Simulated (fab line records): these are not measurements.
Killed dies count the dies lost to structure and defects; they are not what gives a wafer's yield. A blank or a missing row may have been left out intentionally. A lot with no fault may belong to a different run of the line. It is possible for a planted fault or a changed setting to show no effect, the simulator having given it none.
fab line records -- flow n5Finfet -- part 1 of 2: steps 1 to 20 of 26
[record] lots = 5, wafers = 15, lastDay = 17
route steps=1938 shown GATE_CUT@472
lots untouched by any fault: they come from a run of this same line in which no faults occurred
startH: hours from the record's first day to the start of the lot's first wafer shown -- waitH: hours elapsed since this lot's preceding step -- " as in the row above -- L1.1+2: a row that stands for several wafers -- - value missing, or start not given -- * or withheld: withheld -- < > ~ a bound
route shown NAME@n: names a module that has steps shown in the file, with the first one's number in the route -- usual: mean/standard deviation of fault-free wafers -- same: alike in all rows -- chamber/n: place in a boat -- sites: per-site readings -- _std_site: the values' standard deviation -- _edge_site: the outer-site mean with the inner-site mean subtracted -- radiusMm: how far each site lies from the wafer's centre -- mask NAME#n: copy n -- behind: the most recent tool/chamber to have shaped the wafer -- hold: reason for holding the lot/hours on hold/outcome of the hold -- device: the n, p or np transistor that did not switch -- end of line: the tests these same wafers got at the end of their route -- for a step that has no rows: nothing shown but its recipe -- killed: at the first sort, the dies lost to defects and structure; wafer yield is something else -- map: per-die view of a wafer (x killed, . not killed, _ where there is no die)
set.NAME: the setting as run; set.NAME@STEP: as run at that earlier step -- model.NAME: the simulator's own value behind a step, which no gauge read
lots at selected steps of the route; one table per step, one row per wafer
services: a tool's chamber out of use, with start hour (startH, from the record's first day; less than 0 if before it), hours out, and reason
[[steps]]
[step N5_GATE_CUT_SRD_32]
[recipe] timeS = 30, tempC = 23, rinseLiquid = diw, dry = ipaMarangoni
[usual] bathHeatDutyPct = 3.6/0.51
lot.wafer,tool,chamber,startH,waitH,bathHeatDutyPct
L077.2,wetBench-02,1,98.19,0.0,4.2
L077.3,wetBench-02,0,98.19,0.0,2.9
L077.5,wetBench-02,2,98.19,0.0,3.7
L080.3,wetBench-05,0,117.70,0.0,3.9
L080.4,wetBench-05,2,117.70,0.0,3.9
L080.5,wetBench-05,7,117.70,0.0,3.3
L089.3,wetBench-02,5,173.40,0.0,4.0
L089.4,wetBench-02,2,173.40,0.0,3.3
L089.5,wetBench-02,6,173.40,0.0,3.9
L096.2,wetBench-02,5,214.49,0.0,3.9
L096.3,wetBench-02,1,214.49,0.0,3.5
L096.6,wetBench-02,6,214.49,0.0,2.7
L097.1,wetBench-03,5,219.23,0.0,3.2
L097.2,wetBench-03,3,219.23,0.0,2.3
L097.6,wetBench-03,2,219.23,0.0,3.5
[step N5_GATE_CUT_SAC_CAP_01]
[recipe] material = SiNx, targetThkA = 240, tempC = 400, aldPrecursorFamily = SiH2I2, aldCoReactant = N2/H2-plasma, pulseTimeS = 1, aldCycles = 480, purgeTimeS = 2, coReactantPurgeTimeS = 2, pressureTorr = 2
[usual] heaterPowerW = 872/58, precursorPulseHeightRel = 1.000/0.023
[same] coReactantPurgeTimeS = 2
lot.wafer,tool,chamber,startH,waitH,heaterPowerW,precursorPulseHeightRel
L077.2,aldSin-03,2,98.29,0.1,883,1.018
L077.3,aldSin-03,0,98.29,0.1,951,0.977
L077.5,aldSin-03,2,99.37,1.2,882,1.019
L080.3,aldSin-04,0,117.75,0.0,807,0.986
L080.4,aldSin-04,3,117.75,0.0,963,0.956
L080.5,aldSin-04,0,118.84,1.1,777,1.024
L089.3,aldSin-04,0,173.88,0.5,808,1.045
L089.4,aldSin-04,2,173.88,0.5,922,1.036
L089.5,aldSin-04,2,174.97,1.6,940,0.995
L096.2,aldSin-03,1,214.54,0.0,831,0.981
L096.3,aldSin-03,0,214.54,0.0,944,1.024
L096.6,aldSin-03,3,215.63,1.1,848,1.015
L097.1,aldSin-03,3,219.51,0.2,841,0.991
L097.2,aldSin-03,0,219.51,0.2,934,0.989
L097.6,aldSin-03,1,220.60,1.3,820,1.001
[step N5_GATE_CUT_PECVD_57]
[recipe] material = SiNx, targetThkA = 210, tempC = 400, precursor = SiH4/NH3/N2, pressureTorr = 1.5, rfW = 300
[usual] heaterPowerW = 810/76, showerheadPlenumPTorr = 5.10/0.074, throttleValvePct = 39.3/2.6
lot.wafer,tool,chamber,startH,waitH,heaterPowerW,showerheadPlenumPTorr,throttleValvePct
L077.2,pecvd-04,2,100.48,1.1,858,5.09,38.1
L077.3,pecvd-04,0,100.48,1.1,874,5.03,41.8
L077.5,pecvd-04,0,100.48,1.1,870,5.04,41.9
L080.3,pecvd-03,1,119.94,1.1,731,5.20,39.7
L080.4,pecvd-03,1,119.94,1.1,772,5.19,39.8
L080.5,pecvd-03,0,119.94,1.1,762,5.05,39.8
L089.3,pecvd-01,2,176.10,1.1,893,5.00,36.2
L089.4,pecvd-01,0,176.10,1.1,685,5.13,42.4
L089.5,pecvd-01,0,176.10,1.1,697,5.12,42.1
L096.2,pecvd-03,0,216.74,1.1,768,5.06,40.0
L096.3,pecvd-03,1,216.74,1.1,744,5.18,39.8
L096.6,pecvd-03,1,216.74,1.1,747,5.21,39.7
L097.1,pecvd-04,0,221.71,1.1,791,5.03,42.0
L097.2,pecvd-04,2,221.71,1.1,869,5.09,38.8
L097.6,pecvd-04,2,221.71,1.1,878,5.08,38.7
[step N5_GATE_CUT_CMP_02]
[recipe] stopOn = SiO2, tOverpolishS = 12.7, postCmpClean = alkalineBrush, downForcePsi = 2.5, platenRpm = 51.8, padVelocityMS = 1.0307, targetThkNm = 0
[usual] motorCurrentA = 8.7/1.1, overpolishRunS = 12.701/0.0087, slurryFlowMlMin = 150.0/0.44, timeToEndpointS = 24.8/2.5
lot.wafer,tool,chamber,startH,waitH,motorCurrentA,overpolishRunS,slurryFlowMlMin,timeToEndpointS
L077.2,cmp-03,0,100.56,0.1,8.1,12.697,149.8,25.8
L077.3,cmp-03,2,100.56,0.1,9.0,12.694,149.6,26.0
L077.5,cmp-03,1,100.56,0.1,8.6,12.704,149.6,29.6
L080.3,cmp-04,1,120.29,0.3,10.2,12.709,149.3,23.0
L080.4,cmp-04,2,120.29,0.3,11.0,12.704,150.5,25.2
L080.5,cmp-04,0,120.29,0.3,7.7,12.703,150.6,23.7
L089.4,cmp-03,1,176.17,0.1,9.3,12.710,149.6,22.8
L089.3,cmp-03,2,176.17,0.1,9.6,12.717,151.3,22.7
L089.5,cmp-03,1,176.17,0.1,8.9,12.714,149.5,22.1
L096.2,cmp-04,1,216.81,0.1,9.8,12.698,150.1,21.2
L096.3,cmp-04,3,216.81,0.1,8.5,12.703,149.8,23.9
L096.6,cmp-04,2,216.81,0.1,10.9,12.686,149.2,21.3
L097.2,cmp-01,0,221.78,0.1,7.5,12.701,149.9,22.9
L097.1,cmp-01,2,221.78,0.1,8.6,12.710,149.9,28.0
L097.6,cmp-01,1,221.78,0.1,10.2,12.702,150.4,27.4
[step N5_GATE_CUT_HM_DEP_46]
[recipe] material = SiO2, targetThkA = 1300, tempC = 400, precursor = TEOS/O2, pressureTorr = 6.5, rfW = 900, teosFlowSccm = 161.4, gas = O2, flowSccm = 2650, timeS = 26.6
[usual] heaterPowerW = 606/75, showerheadPlenumPTorr = 8.32/0.038, throttleValvePct = 18.5/1.2
lot.wafer,tool,chamber,startH,waitH,heaterPowerW,showerheadPlenumPTorr,throttleValvePct
L077.2,pecvd-04,1,100.89,0.0,623,8.29,20.2
L077.3,pecvd-04,2,100.89,0.0,620,8.31,17.8
L077.5,pecvd-04,0,100.89,0.0,658,8.29,19.4
L080.3,pecvd-04,2,120.54,0.0,685,8.31,17.8
L080.4,pecvd-04,1,120.54,0.0,625,8.29,19.9
L080.5,pecvd-04,0,120.54,0.0,615,8.29,19.5
L089.3,pecvd-04,0,176.50,0.0,546,8.28,19.5
L089.4,pecvd-04,1,176.50,0.0,601,8.30,19.9
L089.5,pecvd-04,2,176.50,0.0,643,8.32,17.9
L096.2,pecvd-03,0,217.14,0.0,583,8.29,18.7
L096.3,pecvd-03,2,217.14,0.0,645,8.33,16.4
L096.6,pecvd-03,2,217.14,0.0,660,8.37,16.5
L097.1,pecvd-03,1,222.11,0.0,535,8.38,18.5
L097.2,pecvd-03,0,222.11,0.0,594,8.31,18.7
L097.6,pecvd-03,2,222.11,0.0,761,8.34,16.7
[step N5_GATE_CUT_COAT_34]
[recipe] resist = SOC, tempC = 250, timeS = 60, spinRpm = 1500, resistThkNm = 60
[usual] heaterPowerTotalW = 500.3/1.8
lot.wafer,tool,chamber,startH,waitH,heaterPowerTotalW
L077.2,lithoTrack-05,0,100.95,0.0,498.5
L077.3,lithoTrack-05,0,100.95,0.0,499.0
L077.5,lithoTrack-05,0,100.95,0.0,502.5
L080.3,lithoTrack-05,0,120.61,0.0,499.7
L080.4,lithoTrack-05,0,120.61,0.0,499.2
L080.5,lithoTrack-05,0,120.61,0.0,503.1
L089.3,lithoTrack-05,0,176.57,0.0,501.5
L089.4,lithoTrack-05,0,176.57,0.0,498.7
L089.5,lithoTrack-05,0,176.57,0.0,501.4
L096.2,lithoTrack-02,0,217.21,0.0,500.2
L096.3,lithoTrack-02,0,217.21,0.0,499.2
L096.6,lithoTrack-02,0,217.21,0.0,497.3
L097.1,lithoTrack-05,0,222.18,0.0,499.1
L097.2,lithoTrack-05,0,222.18,0.0,498.7
L097.6,lithoTrack-05,0,222.18,0.0,497.7
[step N5_GATE_CUT_COAT_35]
[recipe] resist = SiARC, tempC = 220, timeS = 60, spinRpm = 1500, resistThkNm = 10
[usual] heaterPowerTotalW = 427.3/2.3
lot.wafer,tool,chamber,startH,waitH,heaterPowerTotalW
L077.2,lithoTrack-05,0,-,-,430.6
L077.3,lithoTrack-05,0,-,-,426.7
L077.5,lithoTrack-05,0,-,-,429.8
L080.3,lithoTrack-05,0,-,-,424.2
L080.4,lithoTrack-05,0,-,-,424.4
L080.5,lithoTrack-05,0,-,-,424.1
L089.3,lithoTrack-05,0,-,-,426.7
L089.4,lithoTrack-05,0,-,-,428.5
L089.5,lithoTrack-05,0,-,-,429.9
L096.2,lithoTrack-02,0,-,-,430.8
L096.3,lithoTrack-02,0,-,-,425.1
L096.6,lithoTrack-02,0,-,-,429.5
L097.1,lithoTrack-05,0,-,-,430.4
L097.2,lithoTrack-05,0,-,-,426.3
L097.6,lithoTrack-05,0,-,-,425.5
[step N5_GATE_CUT_COAT_27]
[recipe] resist = underlayer, tempC = 205, timeS = 60, spinRpm = 1500, resistThkNm = 10
[usual] heaterPowerTotalW = 392.0/1.3
lot.wafer,tool,chamber,startH,waitH,heaterPowerTotalW
L077.2,lithoTrack-05,0,-,-,389.8
L077.3,lithoTrack-05,0,-,-,393.4
L077.5,lithoTrack-05,0,-,-,389.6
L080.3,lithoTrack-05,0,-,-,392.3
L080.4,lithoTrack-05,0,-,-,394.0
L080.5,lithoTrack-05,0,-,-,390.1
L089.3,lithoTrack-05,0,-,-,391.5
L089.4,lithoTrack-05,0,-,-,393.8
L089.5,lithoTrack-05,0,-,-,394.0
L096.2,lithoTrack-02,0,-,-,391.1
L096.3,lithoTrack-02,0,-,-,392.8
L096.6,lithoTrack-02,0,-,-,394.0
L097.1,lithoTrack-05,0,-,-,393.3
L097.2,lithoTrack-05,0,-,-,391.9
L097.6,lithoTrack-05,0,-,-,390.2
[step N5_GATE_CUT_COAT_07]
[recipe] resist = CAR-EUV, spinRpm = 1500, resistThkNm = 30
lot.wafer,tool,chamber,startH,waitH
L077.2+3+5,lithoTrack-05,0,-,-
L080.3+4+5,lithoTrack-05,0,-,-
L089.3+4+5,lithoTrack-05,0,-,-
L096.2+3+6,lithoTrack-02,0,-,-
L097.1+2+6,lithoTrack-05,0,-,-
[step N5_GATE_CUT_EBR_09]
[recipe] solvent = PGMEA, ebrWidthMm = 1.5
lot.wafer,tool,chamber,startH,waitH
L077.2+3+5,lithoTrack-05,0,-,-
L080.3+4+5,lithoTrack-05,0,-,-
L089.3+4+5,lithoTrack-05,0,-,-
L096.2+3+6,lithoTrack-02,0,-,-
L097.1+2+6,lithoTrack-05,0,-,-
[step N5_GATE_CUT_SOFTBAKE_08]
[recipe] tempC = 110, timeS = 60, resist = CAR-EUV
[usual] heaterPowerTotalW = 175.6/1.7
lot.wafer,tool,chamber,startH,waitH,heaterPowerTotalW
L077.2,lithoTrack-05,0,-,-,176.4
L077.3,lithoTrack-05,0,-,-,177.4
L077.5,lithoTrack-05,0,-,-,176.3
L080.3,lithoTrack-05,0,-,-,174.7
L080.4,lithoTrack-05,0,-,-,174.7
L080.5,lithoTrack-05,0,-,-,176.6
L089.3,lithoTrack-05,0,-,-,173.5
L089.4,lithoTrack-05,0,-,-,175.3
L089.5,lithoTrack-05,0,-,-,177.4
L096.2,lithoTrack-02,0,-,-,176.3
L096.3,lithoTrack-02,0,-,-,176.3
L096.6,lithoTrack-02,0,-,-,174.0
L097.1,lithoTrack-05,0,-,-,173.1
L097.2,lithoTrack-05,0,-,-,173.9
L097.6,lithoTrack-05,0,-,-,175.8
[step N5_GATE_CUT_EXPOSE_10]
[recipe] maskId = GATE_CUT, na = 0.33, sourceShape = annular, sigmaInner = 0.35, sigmaOuter = 0.8, polarization = unpolarized, targetCdNm = 20, doseMj = 43.25
[usual] reticleTempC = 22.98/0.11
[same] na = 0.33
lot.wafer,tool,chamber,startH,waitH,mask,reticleTempC
L077.2,euvScanner-01,0,101.10,-,GATE_CUT#0,22.83
L077.3,euvScanner-01,0,101.10,-,GATE_CUT#0,22.85
L077.5,euvScanner-01,0,101.10,-,GATE_CUT#0,22.97
L080.3,euvScanner-02,0,120.76,-,GATE_CUT#0,22.89
L080.4,euvScanner-02,0,120.76,-,GATE_CUT#0,22.90
L080.5,euvScanner-02,0,120.76,-,GATE_CUT#0,22.80
L089.3,euvScanner-01,0,176.72,-,GATE_CUT#0,22.92
L089.4,euvScanner-01,0,176.72,-,GATE_CUT#0,22.85
L089.5,euvScanner-01,0,176.72,-,GATE_CUT#0,23.06
L096.2,euvScanner-02,0,217.35,-,GATE_CUT#0,22.92
L096.3,euvScanner-02,0,217.35,-,GATE_CUT#0,23.01
L096.6,euvScanner-02,0,217.35,-,GATE_CUT#0,22.98
L097.1,euvScanner-02,0,222.32,-,GATE_CUT#0,22.93
L097.2,euvScanner-02,0,222.32,-,GATE_CUT#0,23.03
L097.6,euvScanner-02,0,222.32,-,GATE_CUT#0,22.91
[step N5_GATE_CUT_PEB_11]
[recipe] pebTempC = 100, pebTimeS = 60, resist = CAR-EUV
[usual] heaterPowerTotalW = 153.9/1.1
lot.wafer,tool,chamber,startH,waitH,heaterPowerTotalW
L077.2,lithoTrack-02,0,101.16,0.1,154.0
L077.3,lithoTrack-02,0,101.16,0.1,152.7
L077.5,lithoTrack-02,0,101.16,0.1,154.1
L080.3,lithoTrack-02,0,120.82,0.0,153.0
L080.4,lithoTrack-02,0,120.82,0.0,155.4
L080.5,lithoTrack-02,0,120.82,0.0,155.7
L089.3,lithoTrack-02,0,176.77,0.0,155.2
L089.4,lithoTrack-02,0,176.77,0.0,155.3
L089.5,lithoTrack-02,0,176.77,0.0,153.2
L096.2,lithoTrack-05,0,217.41,0.1,154.0
L096.3,lithoTrack-05,0,217.41,0.1,152.7
L096.6,lithoTrack-05,0,217.41,0.1,153.6
L097.1,lithoTrack-02,0,222.38,0.1,153.9
L097.2,lithoTrack-02,0,222.38,0.1,152.3
L097.6,lithoTrack-02,0,222.38,0.1,153.2
[step N5_GATE_CUT_DEVELOP_12]
[recipe] developTimeS = 30, developer = TMAH, resist = CAR-EUV, rinseLiquid = surfactantRinse, dry = airSpin, devTempC = 23
lot.wafer,tool,chamber,startH,waitH
L077.2+3+5,lithoTrack-02,0,-,-
L080.3+4+5,lithoTrack-02,0,-,-
L089.3+4+5,lithoTrack-02,0,-,-
L096.2+3+6,lithoTrack-05,0,-,-
L097.1+2+6,lithoTrack-02,0,-,-
[step N5_GATE_CUT_CD_MEAS_13]
[recipe] targetCdNm = 20, landingEnergyEv = 500, detector = seInlens
[usual] cdNm = 19.94/0.26
[same] landingEnergyEv = 500
lot.wafer,tool,chamber,startH,waitH,cdNm
L077.2,cdSem-02,0,101.22,-,20.11
L077.3,cdSem-02,0,101.22,-,20.11
L077.5,cdSem-02,0,101.22,-,19.98
L080.3,cdSem-02,0,120.88,-,20.22
L080.4,cdSem-02,0,120.88,-,20.27
L080.5,cdSem-02,0,120.88,-,19.92
L089.3,cdSem-03,0,176.84,-,20.03
L089.4,cdSem-03,0,176.84,-,20.16
L089.5,cdSem-03,0,176.84,-,20.25
L096.2,cdSem-01,0,217.48,-,19.93
L096.3,cdSem-01,0,217.48,-,19.85
L096.6,cdSem-01,0,217.48,-,20.21
L097.1,cdSem-02,0,222.45,-,19.89
L097.2,cdSem-02,0,222.45,-,19.66
L097.6,cdSem-02,0,222.45,-,19.88
[step N5_GATE_CUT_OVL_MEAS_14]
[recipe] pointsPerWafer = 522
[usual] GATE_CUT_OVL = 0.8/0.58
lot.wafer,tool,chamber,startH,waitH,GATE_CUT_OVL[nm]
L077.2,overlay-01,0,101.26,0.0,2.2
L077.3,overlay-01,0,101.26,0.0,1.3
L077.5,overlay-01,0,101.26,0.0,0.7
L080.3,overlay-02,0,120.92,0.0,0.9
L080.4,overlay-02,0,120.92,0.0,0.7
L080.5,overlay-02,0,120.92,0.0,0.6
L089.3,overlay-01,0,176.88,0.0,0.7
L089.4,overlay-01,0,176.88,0.0,1.2
L089.5,overlay-01,0,176.88,0.0,0.5
L096.2,overlay-01,0,217.51,0.0,-0.7
L096.3,overlay-01,0,217.51,0.0,0.0
L096.6,overlay-01,0,217.51,0.0,-0.3
L097.1,overlay-01,0,222.48,0.0,1.4
L097.2,overlay-01,0,222.48,0.0,1.1
L097.6,overlay-01,0,222.48,0.0,1.8
[step N5_GATE_CUT_INSPECT_15]
[recipe] mode = adi, inspectInstrument = brightfield
[usual] rawDefectCount = 126/51
lot.wafer,tool,chamber,startH,waitH,rawDefectCount
L077.2,defectInspect-01,-,101.31,0.0,154
L077.3,defectInspect-01,-,101.31,0.0,93
L077.5,defectInspect-01,-,101.31,0.0,115
L080.3,defectInspect-01,-,120.97,0.0,115
L080.4,defectInspect-01,-,120.97,0.0,155
L080.5,defectInspect-01,-,120.97,0.0,100
L089.3,defectInspect-01,-,176.93,0.0,139
L089.4,defectInspect-01,-,176.93,0.0,145
L089.5,defectInspect-01,-,176.93,0.0,112
L096.2,defectInspect-01,-,217.57,0.0,117
L096.3,defectInspect-01,-,217.57,0.0,176
L096.6,defectInspect-01,-,217.57,0.0,177
L097.1,defectInspect-01,-,222.54,0.1,75
L097.2,defectInspect-01,-,222.54,0.1,72
L097.6,defectInspect-01,-,222.54,0.1,114
[step N5_GATE_CUT_DESCUM_18]
[recipe] chemistry = O2, timeS = 7, sourcePowerW = 50, biasPowerW = 20, pressureMtorr = 20, rfFrequencyHz = 2.712e+07, tempC = 40, resist = CAR-EUV, o2FlowSccm = 225
[usual] drypumpMotorCurrentA = 5.6/0.33, oesProductAu = 0.77/0.086, rfVppV = 243.3/1.5, showerheadPlenumPTorr = 2.10/0.073, throttleValvePct = 20.38/0.23
lot.wafer,tool,chamber,startH,waitH,drypumpMotorCurrentA,oesProductAu,rfHoursCounterH,rfVppV,showerheadPlenumPTorr,throttleValvePct
L077.2,rieDiel-04,1,101.48,0.2,6.5,0.72,155,243.8,2.10,20.34
L077.3,rieDiel-04,2,101.48,0.2,5.6,0.77,115,242.4,2.09,19.87
L077.5,rieDiel-04,3,101.48,0.2,5.4,0.90,-,243.4,2.05,20.08
L080.3,rieDiel-01,1,121.00,0.0,5.6,0.72,164,243.5,2.10,20.58
L080.4,rieDiel-01,3,121.00,0.0,5.5,0.72,188,244.1,2.17,20.43
L080.5,rieDiel-01,1,121.00,0.0,5.6,0.73,-,243.1,2.10,20.58
L089.3,rieDiel-05,0,176.96,0.0,6.0,0.69,206,241.4,1.98,20.62
L089.4,rieDiel-05,1,176.96,0.0,5.6,0.79,107,241.4,1.95,20.71
L089.5,rieDiel-05,1,176.96,0.0,5.6,0.79,-,241.2,1.95,20.72
L096.2,rieDiel-01,3,217.60,0.0,5.5,0.70,219,244.6,2.16,20.49
L096.3,rieDiel-01,2,217.60,0.0,5.5,0.70,232,244.8,2.15,20.48
L096.6,rieDiel-01,2,217.60,0.0,5.5,0.69,-,242.9,2.15,20.50
L097.1,rieDiel-01,3,222.57,0.0,5.5,0.69,220,245.4,2.16,20.49
L097.2,rieDiel-01,0,222.57,0.0,5.2,0.96,12,245.5,2.14,20.02
L097.6,rieDiel-01,2,222.57,0.0,5.5,0.69,-,243.2,2.15,20.48
[step N5_GATE_CUT_ETCH_28]
[recipe] chemistry = N2/H2, target = underlayer, targetDepthA = 130, maskMaterial = CAR-EUV, timeS = 10.4, ionEnergyEv = 200, pressureMtorr = 30, sourceW = 840, biasW = 150, n2FlowSccm = 200, h2FlowSccm = 200, ends = cleared
[usual] drypumpMotorCurrentA = 5.6/0.33, etchRfOnTimeS = 10.46/0.17, h2FlowSccm = 200.0/0.59, oesProductAu = 0.65/0.073, rfVppV = 524.0/2.6, showerheadPlenumPTorr = 2.55/0.092, throttleValvePct = 17.87/0.22
lot.wafer,tool,chamber,startH,waitH,drypumpMotorCurrentA,etchRfOnTimeS,h2FlowSccm,oesProductAu,rfHoursCounterH,rfVppV,showerheadPlenumPTorr,throttleValvePct
L077.2,rieDiel-04,1,101.51,0.0,6.5,10.35,200.1,0.63,155,523.3,2.52,17.51
L077.3,rieDiel-04,2,101.51,0.0,5.6,10.04,200.4,0.68,115,523.9,2.57,17.53
L077.5,rieDiel-04,3,101.51,0.0,5.4,10.50,199.7,0.77,-,523.5,2.51,17.78
L080.3,rieDiel-01,1,121.04,0.0,5.6,10.44,200.3,0.63,164,522.7,2.55,18.10
L080.4,rieDiel-01,3,121.04,0.0,5.5,10.25,200.9,0.62,188,525.9,2.63,17.85
L080.5,rieDiel-01,1,121.04,0.0,5.6,10.46,201.3,0.62,-,522.0,2.55,18.08
L089.3,rieDiel-05,0,177.00,0.0,6.0,10.62,199.6,0.59,206,520.1,2.41,17.98
L089.4,rieDiel-05,1,177.00,0.0,5.7,10.36,199.8,0.67,107,519.7,2.35,17.92
L089.5,rieDiel-05,1,177.00,0.0,5.7,10.48,199.4,0.67,-,518.7,2.35,17.92
L096.2,rieDiel-01,3,217.63,0.0,5.5,10.56,200.5,0.59,219,526.3,2.62,17.88
L096.3,rieDiel-01,2,217.63,0.0,5.5,10.70,199.9,0.58,232,524.9,2.63,18.16
L096.6,rieDiel-01,2,217.63,0.0,5.5,10.73,200.3,0.58,-,524.7,2.63,18.15
L097.1,rieDiel-01,3,222.61,0.0,5.5,10.41,199.6,0.59,220,525.4,2.62,17.89
L097.2,rieDiel-01,0,222.61,0.0,5.3,10.60,199.1,0.80,12,523.9,2.60,17.53
L097.6,rieDiel-01,2,222.61,0.0,5.5,10.65,199.7,0.58,-,525.6,2.63,18.17
[step N5_GATE_CUT_ETCH_36]
[recipe] chemistry = CF4, target = SiARC, targetDepthA = 130, maskMaterial = CAR-EUV, timeS = 21.7, ionEnergyEv = 80, pressureMtorr = 40, sourceW = 545, biasW = 36, Ar_flow_sccm = 100, cf4FlowSccm = 100, ends = cleared
[usual] drypumpMotorCurrentA = 5.6/0.33, etchRfOnTimeS = 21.8/0.41, oesProductAu = 0.65/0.074, rfVppV = 184.2/1.2, showerheadPlenumPTorr = 2.15/0.074, throttleValvePct = 15.62/0.22
lot.wafer,tool,chamber,startH,waitH,drypumpMotorCurrentA,etchRfOnTimeS,oesProductAu,rfHoursCounterH,rfVppV,showerheadPlenumPTorr,throttleValvePct
L077.2,rieDiel-04,1,101.53,0.0,6.5,21.3,0.63,155,184.1,2.13,15.47
L077.3,rieDiel-04,2,101.53,0.0,5.6,20.8,0.68,115,184.2,2.16,15.23
L077.5,rieDiel-04,3,101.53,0.0,5.4,21.6,0.79,-,183.6,2.10,15.31
L080.3,rieDiel-01,1,121.06,0.0,5.6,21.6,0.62,164,184.0,2.13,15.71
L080.4,rieDiel-01,3,121.06,0.0,5.5,21.7,0.62,188,185.0,2.22,15.66
L080.5,rieDiel-01,1,121.06,0.0,5.6,21.6,0.63,-,182.9,2.13,15.73
L089.3,rieDiel-05,0,177.02,0.0,6.1,22.5,0.58,206,182.9,2.04,15.83
L089.4,rieDiel-05,1,177.02,0.0,5.7,21.6,0.68,107,182.1,1.99,15.78
L089.5,rieDiel-05,1,177.02,0.0,5.7,21.6,0.67,-,181.4,1.99,15.79
L096.2,rieDiel-01,3,217.65,0.0,5.5,22.0,0.60,219,185.9,2.21,15.73
L096.3,rieDiel-01,2,217.65,0.0,5.5,22.1,0.59,232,185.5,2.21,15.82
L096.6,rieDiel-01,2,217.65,0.0,5.5,22.0,0.59,-,185.4,2.21,15.82
L097.1,rieDiel-01,3,222.63,0.0,5.5,22.3,0.59,220,184.8,2.21,15.72
L097.2,rieDiel-01,0,222.63,0.0,5.3,22.1,0.81,12,184.6,2.20,15.26
L097.6,rieDiel-01,2,222.63,0.0,5.5,22.5,0.58,-,183.8,2.21,15.81
